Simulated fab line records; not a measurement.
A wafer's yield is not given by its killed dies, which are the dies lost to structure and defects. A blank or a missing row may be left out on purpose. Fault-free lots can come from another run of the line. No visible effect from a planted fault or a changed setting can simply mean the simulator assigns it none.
Problem report in the 8D (eight disciplines) form, filled by code | flow n5Finfet | the parts of the form that need people (team, actions taken, sign-off) are left out

## 1. WHAT IS WRONG
spinSpeedRpm at N5_FIN_CUT_COAT_29 reads a mean of 1553.9 rpm on 6 wafers of 2 lots; wafers without a fault read 1500.0 rpm with a standard deviation of 0.93. Measured from the usual mean, that is +58 standard deviations.
The step: time 60 s, resist thk 10 nm.
Seen first at day 6 17:29 on lithoTrack-04, wafer L256.1. The record holds 12 wafers of 4 lots with a number at this step. The rule behind "out" and "out of limits": a value lying over 4 standard deviations away from the usual mean. All remaining wafers that have a number are taken as sound.

## 2. WHAT THIS IS AND IS NOT
question                    | is                     | is not
which readings at this step | spinSpeedRpm           | -
which lots                  | L256, L260             | L247, L261
which wafers of those lots  | all that have a number | -
read on which tools         | lithoTrack-04          | lithoTrack-03
when                        | from day 6 17:29       | up to then (3 sound wafers); but 3 sound wafers of L261 came after

## 3. WHAT RULES OUT EACH SUSPECT
Counting: any tool at a process step up to the reading is kept as a suspect provided that every lot that is out went through it and no sound lot did after the first of them.
- lithoTrack-04 at N5_FIN_CUT_COAT_29 (time 60 s, resist thk 10 nm): kept. It processed each lot that is out, first L256 at day 6 17:29, and no sound lot thereafter; up to then, the last sound lot it processed was L247 at day 4 15:13. Its own readings are out on those wafers: spinSpeedRpm.
After counting, what remains is lithoTrack-04 at N5_FIN_CUT_COAT_29.

## 4. THE CAUSE (what the simulator had put in)
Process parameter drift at N5_FIN_CUT_COAT_29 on lithoTrack-04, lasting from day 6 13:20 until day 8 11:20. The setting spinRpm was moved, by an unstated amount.
This tool alone remained once counting was done.

## 5. THE EFFECT CHAIN, in route order
Rows list readings where the struck wafers' mean (over those with a number) sits beyond 3 standard deviations from the usual. Readings are gone through only where the record gives a usual standard deviation; hours: the median, over the lots, of the time from a lot's start at the first step in this table giving one to that lot's start at this step; sigmas: the change measured in usual standard deviations.
hours | step               | reading      | usual      | on struck wafers | change | sigmas
0     | N5_FIN_CUT_COAT_29 | spinSpeedRpm | 1500.0 rpm | 1553.9           | +53.9  | +58
It contains these process steps:
- N5_FIN_CUT_COAT_29: time 60 s, resist thk 10 nm.
At these later measuring or inspecting steps, every struck wafer for which the step has a row has a number for every such reading, and none has moved that far: N5_BEOL_M4_RC_MEAS_101.

## 6. HOW IT WOULD HAVE BEEN CAUGHT EARLIER
In this record the first reading out of limits was taken at day 6 17:29, 4 hours after the fault began at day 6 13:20.
